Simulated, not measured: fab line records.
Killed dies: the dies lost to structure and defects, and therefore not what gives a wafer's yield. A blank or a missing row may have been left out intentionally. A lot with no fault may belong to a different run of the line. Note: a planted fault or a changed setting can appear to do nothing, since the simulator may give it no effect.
fab line records | flow nand-harc
record lots=24 wafers=72 last-day=33
route steps=1302 shown A_SGD_CUT@910 A_SLIT@922 A_WL_FILL@954 A_CONTACT@1005
lots that met no fault: taken from a fault-free run of the same line
start-h: the number of hours between the record's first day and the start of the first shown wafer of the lot | wait-h: how many hours have passed since the lot's step before this one | " identical to the entry in the row above | L1.1+2: a row that stands for several wafers | - no value present, or no start provided | * or withheld: withheld | < > ~ a bound
route shown NAME@n: a module of which the file shows steps, and the number in the route of the first | usual: mean and standard deviation over wafers with no fault | same: alike in all rows | chamber/n: place in a boat | sites: per-site readings | _std_site: standard deviation of those values | _edge_site: mean of outer sites minus mean of inner sites | radius-mm: how far each site lies from the wafer's centre | mask NAME#n: copy n | behind: tool/chamber where the wafer was last shaped | hold: what put the lot on hold/how long, in hours/how the hold closed | device: the transistor (n, p or np) that didn't switch | end of line: tests run on the same wafers once the route is complete | a step without rows: its recipe alone | killed: dies that structure and defects cost at the first sort, which is not the same as the wafer's yield | map: per-die view of a wafer (x killed, . not killed, _ where there is no die)
set.NAME: the run value of the setting; set.NAME@STEP: its run value at that earlier step | model.NAME: the simulator's own value behind a step, which no gauge read
one table for each step of the route and one row for each wafer, over a sample of lots
services: from which hour (start-h, from the record's first day; less than 0 if before it) a tool's chamber was out of use, for how many hours, and why
## steps
# step NHARC_A_SGD_CUT_STRIP_17
# recipe o2-flow-sccm=500 ar-flow-sccm=0 bias-w=0 chemistry=O2
# usual drypump-motor-current-A=5.8/0.54 oes-product-au=0.995/0.011 rf-vpp-V=57.7/1 showerhead-plenum-p-Torr=3.50/0.14 throttle-valve-pct=17.036/0.009
# columns lot.wafer tool chamber start-h wait-h drypump-motor-current-A oes-product-au rf-hours-counter-h rf-vpp-V showerhead-plenum-p-Torr throttle-valve-pct
L074.3 rie-diel-04 1 - - 5.7 1.004 5 59.0 3.77 17.021
L074.4 " 2 " " 6.0 0.977 4 58.5 3.37 17.043
L074.5 " 1 " " 5.7 0.993 - 59.4 3.77 17.022
L075.4 rie-diel-11 2 - - 6.4 1.013 2 56.5 3.58 17.048
L075.3 " 3 " " 5.6 0.989 2 58.7 3.75 17.031
L075.6 " 3 " " 5.7 0.998 - 57.7 3.75 17.051
L076.2 rie-diel-12 2 - - 4.8 1.000 0 57.1 3.50 17.019
L076.1 " 3 " " 6.1 0.997 1 55.5 3.55 17.031
L076.5 " 1 " " 5.8 1.011 - 57.9 3.62 17.048
L077.2 rie-diel-12 0 - - 5.0 0.987 1 56.6 3.43 17.037
L077.3 " 1 " " 5.9 1.003 1 57.7 3.62 17.022
L077.4 " 2 " " 4.8 0.995 1 57.3 3.50 17.039
L078.3 rie-diel-11 1 - - 5.8 0.984 4 57.8 3.31 17.027
L078.1 " 3 " " 5.7 0.990 3 59.2 3.75 17.035
L078.6 " 1 " " 5.8 0.993 - 57.1 3.31 17.021
L079.1 rie-diel-12 2 - - 4.8 0.993 3 57.5 3.50 17.028
L079.4 " 3 " " 6.0 0.982 2 59.1 3.54 17.039
L079.3 " 0 " " 5.0 1.003 2 57.9 3.43 17.042
L080.1 rie-diel-11 0 - - 6.6 0.999 6 57.8 3.39 17.027
L080.2 " 1 " " 5.8 0.994 6 57.5 3.31 17.033
L080.4 " 2 " " 6.4 1.008 6 59.7 3.57 17.029
L081.2 rie-diel-04 2 - - 6.0 0.994 8 58.7 3.37 17.034
L081.3 " 3 " " 6.1 0.992 9 57.3 3.35 17.036
L081.6 " 1 " " 5.7 1.001 - 58.2 3.77 17.046
L082.3 rie-diel-11 3 - - 5.7 1.002 7 58.9 3.75 17.043
L082.2 " 2 " " 6.4 1.011 8 55.9 3.57 17.027
L082.5 " 3 " " 5.7 1.003 - 57.6 3.75 17.025
L083.3 rie-diel-04 0 - - 4.9 1.018 10 57.2 3.42 17.048
L083.4 " 1 " " 5.7 0.995 9 58.0 3.77 17.023
L083.6 " 0 " " 4.9 1.006 - 56.7 3.42 17.046
L085.2 rie-diel-12 3 - - 6.0 0.995 4 58.3 3.54 17.023
L085.5 " 0 " " 5.0 0.999 - 57.7 3.43 17.030
L085.6 " 1 " " 5.9 1.000 - 58.0 3.61 17.024
L084.3 rie-diel-11 2 - - 6.4 0.994 11 56.3 3.57 17.037
L084.2 " 1 " " 5.8 0.984 11 54.4 3.31 17.028
L084.5 " 2 " " 6.4 0.995 - 57.8 3.57 17.022
L087.1 rie-diel-11 3 - - 5.6 0.983 11 59.0 3.75 17.022
L087.4 " 1 " " 5.8 0.985 12 56.7 3.31 17.042
L087.5 " 3 " " 5.7 0.984 - 59.5 3.75 17.028
L086.2 rie-diel-12 3 - - 6.1 0.992 5 58.1 3.54 17.036
L086.1 " 0 " " 5.0 0.999 5 58.1 3.43 17.010
L086.6 " 3 " " 6.0 0.997 - 58.2 3.54 17.039
L089.4 rie-diel-11 1 - - 5.8 0.965 13 55.9 3.31 17.036
L089.6 " 0 " " 6.6 0.996 - 58.4 3.39 17.039
L089.5 " 1 " " 5.8 0.979 - 56.3 3.30 17.046
L088.2 rie-diel-12 0 - - 5.0 1.001 6 58.5 3.43 17.036
L088.3 " 2 " " 4.8 0.990 6 59.2 3.50 17.044
L088.6 " 0 " " 5.0 0.997 - 57.2 3.43 17.036
L091.1 rie-diel-12 1 - - 5.8 1.017 8 56.5 3.61 17.035
L091.5 " 2 " " 4.8 0.995 - 57.2 3.50 17.038
L091.6 " 3 " " 6.0 1.008 - 57.8 3.54 17.034
L090.1 rie-diel-12 1 - - 5.9 1.003 8 58.1 3.61 17.030
L090.3 " 2 " " 4.8 1.002 7 58.3 3.50 17.040
L090.5 " 2 " " 4.9 0.988 - 57.4 3.50 17.025
L092.2 rie-diel-11 0 - - 6.6 0.975 1 58.5 3.39 17.040
L092.5 " 3 " " 5.7 0.999 - 57.6 3.74 17.044
L092.6 " 0 " " 6.6 0.981 - 55.1 3.39 17.034
L093.2 rie-diel-04 2 - - 5.9 0.992 7 58.2 3.36 17.036
L093.1 " 0 " " 4.9 1.001 5 58.1 3.42 17.018
L093.5 " 2 " " 5.9 0.982 - 56.0 3.36 17.040
L095.2 rie-diel-11 3 - - 5.6 0.993 3 59.6 3.74 17.036
L095.4 " 0 " " 6.6 0.969 3 59.5 3.39 17.049
L095.1 " 2 " " 6.4 0.995 3 57.5 3.57 17.038
L094.2 rie-diel-04 0 - - 4.9 1.013 8 57.9 3.42 17.041
L094.6 " 3 " " 6.1 0.987 - 57.3 3.34 17.042
L094.5 " 0 " " 4.9 1.009 - 57.0 3.42 17.026
L096.2 rie-diel-12 3 - - 6.0 1.010 1 58.4 3.54 17.037
L096.4 " 3 " " 6.0 1.019 - 56.0 3.54 17.055
L096.6 " 1 " " 5.9 1.016 - 58.7 3.61 17.029
L097.3 rie-diel-04 2 - - 6.0 0.981 10 57.1 3.36 17.037
L097.4 " 0 " " 4.9 1.022 9 56.9 3.42 17.031
L097.5 " 3 " " 6.1 0.995 - 57.2 3.34 17.040
# step NHARC_A_SLIT_DEP_25
# recipe target-thk-a=2000 temp-c=400 pressure-torr=6.5 rf-w=900 teos-flow-sccm=161.4 flow-sccm=2650 target-thk-nm=200 gas=O2 material=SiO2
# usual heater-power-w=566/100 throttle-valve-pct=15.9/0.46
# columns lot.wafer tool chamber start-h wait-h heater-power-w throttle-valve-pct
L074.3 pecvd-01 2 454.13 0.1 544 15.6
L074.4 " 0 " " 741 15.3
L074.5 " 2 " " 509 15.8
L075.3 pecvd-03 0 460.77 0.1 577 16.0
L075.4 " 2 " " 638 16.1
L075.6 " 1 " " 575 16.3
L076.1 pecvd-04 0 468.09 0.1 474 15.8
L076.2 " 2 " " 596 16.3
L076.5 " 1 " " 402 15.5
L078.1 pecvd-04 0 480.25 0.1 472 15.8
L078.3 " 1 " " 354 15.6
L078.6 " 1 " " 360 15.6
L077.3 pecvd-03 2 480.29 0.1 625 16.0
L077.2 " 1 " " 617 16.6
L077.4 " 1 " " 618 16.6
L079.3 pecvd-04 1 503.50 0.4 406 15.3
L079.1 " 2 " " 743 16.6
L079.4 " 2 " " 572 16.5
L080.2 pecvd-04 0 503.73 0.2 482 15.8
L080.1 " 1 " " 414 15.6
L080.4 " 0 " " 487 15.8
L081.3 pecvd-01 2 510.66 0.1 468 16.0
L081.2 " 0 " " 639 14.9
L081.6 " 2 " " 489 16.0
L082.2 pecvd-04 2 528.99 0.1 704 16.3
L082.3 " 0 " " 501 16.0
L082.5 " 2 " " 705 16.4
L083.3 pecvd-03 1 529.20 0.3 579 16.4
L083.6 " 2 " " 675 16.0
L083.4 " 0 " " 563 16.1
L084.2 pecvd-03 0 545.67 0.1 567 16.1
L084.3 " 1 " " 604 16.6
L084.5 " 0 " " 570 15.9
L085.2 pecvd-04 1 545.71 0.1 397 15.6
L085.5 " 0 " " 416 15.6
L085.6 " 1 " " 399 15.7
L087.1 pecvd-01 1 558.92 0.1 506 15.5
L087.5 " 2 " " 456 15.9
L087.4 " 0 " " 690 14.9
L086.2 pecvd-01 1 559.15 0.3 525 15.6
L086.1 " 2 " " 506 15.8
L086.6 " 0 " " 648 14.9
L088.2 pecvd-04 1 583.55 0.1 420 15.9
L088.3 " 1 " " 419 15.8
L088.6 " 1 " " 432 15.7
L089.6 pecvd-01 2 583.61 0.2 498 15.8
L089.5 " 0 " " 697 15.0
L089.4 " 1 " " 507 15.6
L090.3 pecvd-01 2 607.32 0.1 547 16.0
L090.1 " 1 " " 471 15.5
L090.5 " 2 " " 549 16.1
L091.1 pecvd-03 1 607.35 0.1 633 16.3
L091.6 " 0 " " 637 15.7
L091.5 " 2 " " 658 16.0
L093.2 pecvd-01 2 631.81 0.1 584 16.2
L093.1 " 0 " " 620 15.0
L093.5 " 0 " " 657 15.0
L092.2 pecvd-03 2 631.91 0.2 673 16.0
L092.6 " 0 " " 622 16.0
L092.5 " 2 " " 676 15.8
L095.2 pecvd-01 1 653.98 0.1 528 15.8
L095.1 " 2 " " 556 16.4
L095.4 " 1 " " 536 15.5
L094.2 pecvd-03 1 654.18 0.1 572 16.6
L094.6 " 0 " " 636 15.8
L094.5 " 2 " " 690 16.1
L097.3 pecvd-04 2 666.56 0.1 751 16.6
L097.5 " 0 " " 465 16.0
L097.4 " 1 " " 366 15.1
L096.2 pecvd-03 2 666.61 0.1 661 15.9
L096.6 " 1 " " 520 16.4
L096.4 " 2 " " 677 16.0
# step NHARC_A_WL_FILL_ALD_02
# recipe target-thk-a=20 pulse-time-s=3 ald-cycles=100 temp-c=450 material=TiN
# usual heater-power-w=1069/100 precursor-pulse-height-rel=1.001/0.019
# columns lot.wafer tool chamber start-h wait-h heater-power-w precursor-pulse-height-rel
L074.3 ald-metal-01 0 472.76 0.1 1075 1.023
L074.4 " 1 " " 1147 1.040
L074.5 " 0 " " 1106 0.998
L075.3 ald-metal-01 3 480.22 0.1 988 1.017
L075.4 " 1 " " 1129 0.979
L075.6 " 3 " " 1029 1.018
L076.2 ald-metal-01 0 486.60 0.2 1121 1.015
L076.1 " 1 " " 1151 1.034
L076.5 " 2 " " 1210 0.987
L077.4 ald-metal-02 2 499.12 0.2 1029 0.976
L077.2 " 0 " " 1039 1.012
L077.3 " 1 " " 1135 1.023
L078.1 ald-metal-03 1 499.15 0.2 982 0.977
L078.3 " 3 " " 877 0.998
L078.6 " 1 " " 979 0.990
L080.1 ald-metal-03 0 522.16 0.2 1140 0.991
L080.2 " 2 " " 1229 1.019
L080.4 " 3 " " 901 1.012
L079.3 ald-metal-03 2 526.90 0.2 1239 0.970
L079.4 " 3 " " 886 1.024
L079.1 " 0 " " 1126 0.984
L081.2 ald-metal-03 0 534.00 0.2 1104 1.016
L081.3 " 3 " " 915 0.984
L081.6 " 0 " " 1128 1.019
L082.2 ald-metal-01 2 547.40 0.2 1186 0.985
L082.3 " 0 " " 1159 0.995
L082.5 " 2 " " 1181 0.989
L083.3 ald-metal-02 3 547.57 0.1 891 1.005
L083.4 " 0 " " 1045 1.011
L083.6 " 0 " " 1032 1.011
L085.2 ald-metal-03 3 565.92 0.2 890 1.001
L085.6 " 3 " " 926 1.004
L085.5 " 0 " " 1123 0.975
L084.2 ald-metal-02 1 566.03 0.3 1139 0.989
L084.3 " 2 " " 1040 1.028
L084.5 " 2 " " 1026 0.969
L087.1 ald-metal-01 0 579.96 0.2 1150 1.000
L087.5 " 0 " " 1176 1.011
L087.4 " 2 " " 1175 0.978
L086.2 ald-metal-02 3 580.07 0.2 904 1.041
L086.1 " 2 " " 1046 0.982
L086.6 " 3 " " 913 0.992
L089.4 ald-metal-01 1 602.42 0.1 1205 1.020
L089.5 " 0 " " 1131 1.009
L089.6 " 1 " " 1240 1.024
L088.2 ald-metal-03 0 602.56 0.2 1033 1.014
L088.3 " 2 " " 1151 0.989
L088.6 " 0 " " 1065 0.992
L091.1 ald-metal-03 2 625.92 0.3 1140 0.984
L091.6 " 3 " " 916 0.999
L091.5 " 0 " " 1020 1.006
L090.3 ald-metal-01 3 626.02 0.2 984 0.980
L090.1 " 1 " " 1190 0.979
L090.5 " 2 " " 1211 1.008
L092.2 ald-metal-03 3 650.78 0.2 909 1.024
L092.6 " 2 " " 1138 0.985
L092.5 " 3 " " 889 0.989
L093.1 ald-metal-01 0 654.60 0.2 1189 1.027
L093.2 " 2 " " 1222 1.000
L093.5 " 0 " " 1146 1.002
L095.1 ald-metal-02 2 673.88 0.2 1045 1.010
L095.2 " 0 " " 1032 1.004
L095.4 " 1 " " 1060 0.971
L094.2 ald-metal-03 0 673.95 0.2 1020 0.987
L094.6 " 2 " " 1116 0.993
L094.5 " 3 " " 925 0.976
L097.3 ald-metal-01 3 685.64 0.1 992 1.028
L097.4 " 0 " " 1151 1.023
L097.5 " 2 " " 1224 1.031
L096.2 ald-metal-02 1 685.85 0.2 1089 1.028
L096.4 " 2 " " 1054 0.993
L096.6 " 0 " " 1063 0.975
# step NHARC_A_WL_FILL_CVD_20
# recipe target-thk-a=1000 temp-c=400 pressure-torr=40 wf6-flow-sccm=40 h2-flow-sccm=1600 ar-flow-sccm=1560 time-s=74 material=W
# usual heater-power-w=807/22 throttle-valve-pct=7.9/0.34
# same time-s=74
# columns lot.wafer tool chamber start-h wait-h heater-power-w throttle-valve-pct
L074.3 cvd-w-01 1 - - 849 8.2
L074.4 " 0 " " 795 8.3
L074.5 " 0 " " 785 8.3
L075.4 cvd-w-01 1 - - 811 7.8
L075.3 " 0 " " 780 8.2
L075.6 " 0 " " 775 8.5
L076.2 cvd-w-01 1 - - 795 8.1
L076.1 " 0 " " 774 8.5
L076.5 " 1 " " 801 8.3
L078.1 cvd-w-02 1 - - 803 7.4
L078.3 " 1 " " 790 7.2
L078.6 " 1 " " 790 7.4
L077.2 cvd-w-02 0 - - 831 7.9
L077.4 " 1 " " 783 7.5
L077.3 " 0 " " 801 7.6
L080.1 cvd-w-01 1 - - 819 8.1
L080.2 " 0 " " 778 8.4
L080.4 " 0 " " 774 8.2
L079.1 cvd-w-01 1 - - 845 8.1
L079.4 " 1 " " 824 8.2
L079.3 " 0 " " 760 8.3
L081.2 cvd-w-02 1 - - 816 7.3
L081.3 " 0 " " 811 7.6
L081.6 " 0 " " 818 7.4
L082.2 cvd-w-01 0 - - 802 8.3
L082.3 " 0 " " 802 8.1
L082.5 " 1 " " 776 7.9
L083.3 cvd-w-02 1 - - 852 7.8
L083.4 " 0 " " 837 7.5
L083.6 " 0 " " 842 7.7
L084.2 cvd-w-02 0 - - 827 7.8
L084.3 " 1 " " 831 7.5
L084.5 " 1 " " 813 7.6
L085.2 cvd-w-02 0 - - 817 7.8
L085.5 " 1 " " 820 7.5
L085.6 " 0 " " 822 7.8
L086.1 cvd-w-01 1 - - 798 7.9
L086.2 " 0 " " 800 8.5
L086.6 " 0 " " 831 8.0
L087.1 cvd-w-02 1 - - 815 7.6
L087.4 " 0 " " 823 7.6
L087.5 " 0 " " 824 7.9
L088.2 cvd-w-01 1 - - 791 7.9
L088.3 " 0 " " 819 8.2
L088.6 " 1 " " 767 8.1
L089.4 cvd-w-01 0 - - 806 8.3
L089.5 " 1 " " 790 7.9
L089.6 " 0 " " 798 8.3
L090.1 cvd-w-01 1 - - 780 7.9
L090.3 " 0 " " 797 8.2
L090.5 " 1 " " 778 8.0
L091.1 cvd-w-02 0 - - 845 7.8
L091.6 " 1 " " 790 7.5
L091.5 " 0 " " 837 7.6
L092.2 cvd-w-01 1 - - 785 8.2
L092.6 " 1 " " 796 8.2
L092.5 " 0 " " 813 8.3
L093.2 cvd-w-02 0 - - 861 7.9
L093.1 " 1 " " 808 7.1
L093.5 " 1 " " 825 7.4
L094.2 cvd-w-02 1 - - 800 7.6
L094.5 " 0 " " 836 7.8
L094.6 " 1 " " 793 7.5
L095.2 cvd-w-01 1 - - 801 7.7
L095.1 " 0 " " 795 8.5
L095.4 " 0 " " 789 8.6
L096.2 cvd-w-02 1 - - 810 7.2
L096.4 " 1 " " 781 7.4
L096.6 " 1 " " 822 7.6
L097.3 cvd-w-01 0 - - 821 8.2
L097.4 " 1 " " 788 8.0
L097.5 " 0 " " 817 8.1
# step NHARC_A_CONTACT_ETCH_111
# recipe source-w=withheld pressure-mtorr=20 bias-v=withheld time-s=140 target-depth-a=7000 ar-flow-sccm=withheld c4f8-flow-sccm=withheld o2-flow-sccm=withheld chemistry=C4F8/O2/Ar
# same time-s=140
# columns lot.wafer tool chamber start-h wait-h rf-hours-counter-h
L074.4 har-cap-etch-03 0 500.75 - -
L074.3 " 1 " " -
L074.5 " 0 " " -
L075.4 har-cap-etch-02 1 506.41 - -
L075.3 " 0 " " -
L075.6 " 0 " " -
L076.2 har-cap-etch-01 1 515.31 - 0
L076.1 " 0 " " 0
L076.5 " 0 " " -
L078.1 har-cap-etch-03 0 526.93 - 45
L078.3 " 1 " " -
L078.6 " 1 " " -
L077.2 har-cap-etch-01 1 527.35 - 4
L077.4 " 0 " " -
L077.3 " 1 " " -
L080.1 har-cap-etch-01 1 548.43 - 8
L080.2 " 0 " " 8
L080.4 " 1 " " -
L079.1 har-cap-etch-02 0 552.64 - 91
L079.4 " 1 " " -
L079.3 " 0 " " -
L081.2 har-cap-etch-01 1 564.38 - 10
L081.3 " 0 " " -
L081.6 " 0 " " -
L082.2 har-cap-etch-01 0 575.62 - 13
L082.3 " 0 " " -
L082.5 " 1 " " -
L083.3 har-cap-etch-02 1 576.36 - -
L083.4 " 0 " " -
L083.6 " 1 " " -
L084.2 har-cap-etch-01 1 592.19 - 17
L084.3 " 0 " " -
L084.5 " 1 " " -
L085.2 har-cap-etch-02 1 595.06 - 99
L085.6 " 0 " " -
L085.5 " 1 " " -
L086.1 har-cap-etch-02 0 606.69 - 101
L086.2 " 1 " " 101
L086.6 " 0 " " -
L087.1 har-cap-etch-03 0 608.46 - 62
L087.4 " 1 " " -
L087.5 " 0 " " -
L088.2 har-cap-etch-01 1 629.42 - 24
L088.3 " 1 " " -
L088.6 " 0 " " -
L089.4 har-cap-etch-02 1 629.89 - -
L089.6 " 0 " " -
L089.5 " 1 " " -
L090.1 har-cap-etch-01 1 651.11 - 28
L090.3 " 1 " " -
L090.5 " 1 " " -
L091.1 har-cap-etch-03 1 654.31 - 70
L091.6 " 0 " " -
L091.5 " 1 " " -
L092.2 har-cap-etch-02 0 680.65 - 113
L092.6 " 0 " " -
L092.5 " 1 " " -
L093.2 har-cap-etch-03 0 683.33 - 74
L093.1 " 1 " " 74
L093.5 " 0 " " -
L094.2 har-cap-etch-03 0 700.36 - 76
L094.6 " 1 " " -
L094.5 " 0 " " -
L095.2 har-cap-etch-01 0 701.53 - 35
L095.1 " 1 " " 35
L095.4 " 0 " " -
L096.2 har-cap-etch-01 1 712.30 - 37
L096.4 " 1 " " -
L096.6 " 1 " " -
L097.3 har-cap-etch-02 0 718.59 - -
L097.4 " 1 " " -
L097.5 " 1 " " -
# step NHARC_A_CONTACT_CD_MEAS_53
# usual cd-nm=289.8/0.87
# columns lot.wafer tool chamber start-h wait-h cd-nm
L074.3 cd-sem-03 - 504.84 - 289.8
L074.4 " - " " 291.1
L074.5 " - " " 289.9
L075.3 cd-sem-03 - 509.64 - 290.3
L075.4 " - " " 291.3
L075.6 " - " " 290.0
L076.1 cd-sem-01 - 518.60 - 289.8
L076.2 " - " " 290.7
L076.5 " - " " 290.4
L078.1 cd-sem-03 - 530.18 - 291.1
L078.3 " - " " 289.5
L078.6 " - " " 290.6
L077.2 cd-sem-03 - 530.66 - 290.6
L077.3 " - " " 289.2
L077.4 " - " " 290.2
L080.1 cd-sem-03 - 551.70 - 289.0
L080.2 " - " " 289.1
L080.4 " - " " 289.5
L079.1 cd-sem-03 - 555.89 - 290.5
L079.3 " - " " 290.5
L079.4 " - " " 289.8
L081.2 cd-sem-02 - 567.63 - 289.1
L081.3 " - " " 290.2
L081.6 " - " " 289.4
L082.2 cd-sem-01 - 578.85 - 289.3
L082.3 " - " " 288.6
L082.5 " - " " 289.2
L083.3 cd-sem-03 - 579.61 - 289.3
L083.4 " - " " 288.8
L083.6 " - " " 289.1
L084.2 cd-sem-01 - 595.44 - 289.0
L084.3 " - " " 289.7
L084.5 " - " " 289.2
L085.2 cd-sem-01 - 598.30 - 290.1
L085.5 " - " " 289.6
L085.6 " - " " 289.9
L086.1 cd-sem-02 - 609.97 - 289.9
L086.2 " - " " 289.2
L086.6 " - " " 289.3
L087.1 cd-sem-03 - 611.71 - 288.7
L087.4 " - " " 289.9
L087.5 " - " " 290.1
L088.2 cd-sem-03 - 632.70 - 290.3
L088.3 " - " " 290.2
L088.6 " - " " 289.9
L089.4 cd-sem-02 - 633.26 - 287.9
L089.5 " - " " 288.5
L089.6 " - " " 287.7
L090.1 cd-sem-03 - 654.39 - 291.5
L090.3 " - " " 290.4
L090.5 " - " " 291.0
L091.1 cd-sem-02 - 657.56 - 290.1
L091.5 " - " " 290.1
L091.6 " - " " 290.7
L093.1 cd-sem-02 - 686.63 - 290.3
L093.2 " - " " 289.2
L093.5 " - " " 289.6
L092.2 cd-sem-01 - 686.73 - 290.3
L092.5 " - " " 291.3
L092.6 " - " " 290.9
L094.2 cd-sem-02 - 703.61 - 288.7
L094.5 " - " " 289.6
L094.6 " - " " 288.7
L095.1 cd-sem-01 - 704.79 - 290.2
L095.2 " - " " 291.4
L095.4 " - " " 290.1
L096.2 cd-sem-02 - 715.98 - 290.6
L096.4 " - " " 290.0
L096.6 " - " " 290.6
L097.3 cd-sem-02 - 721.82 - 288.6
L097.4 " - " " 288.6
L097.5 " - " " 287.6
## services
# columns tool chamber start-h hours kind
rie-diel-11 - 432.50 9.0 pm
rie-diel-12 - 445.40 9.0 pm
ald-metal-03 - 448.61 1.6 repair
cvd-w-02 - 450.00 13.0 pm
rie-diel-11 3 458.87 7.3 repair
har-cap-etch-01 - 497.00 17.0 pm
ald-metal-01 - 526.00 10.0 pm
cvd-w-01 - 547.00 13.0 pm
ald-metal-01 1 559.97 26.3 repair
ald-metal-03 - 568.00 10.0 pm
rie-diel-11 0 583.12 2.5 repair
rie-diel-11 - 609.50 9.0 pm
rie-diel-12 - 622.40 9.0 pm
cvd-w-02 - 631.00 13.0 pm
cvd-w-01 - 637.65 0.9 repair
rie-diel-12 2 637.79 48.3 repair
ald-metal-03 2 654.93 16.8 repair
cvd-w-02 0 657.37 2.5 repair
ald-metal-03 - 667.90 3.3 repair
ald-metal-01 1 679.12 47.4 repair
ald-metal-03 - 688.35 0.5 repair
rie-diel-12 - 693.60 1.7 repair
ald-metal-03 3 702.82 27.6 repair
ald-metal-01 - 704.00 10.0 pm
## key
fault none
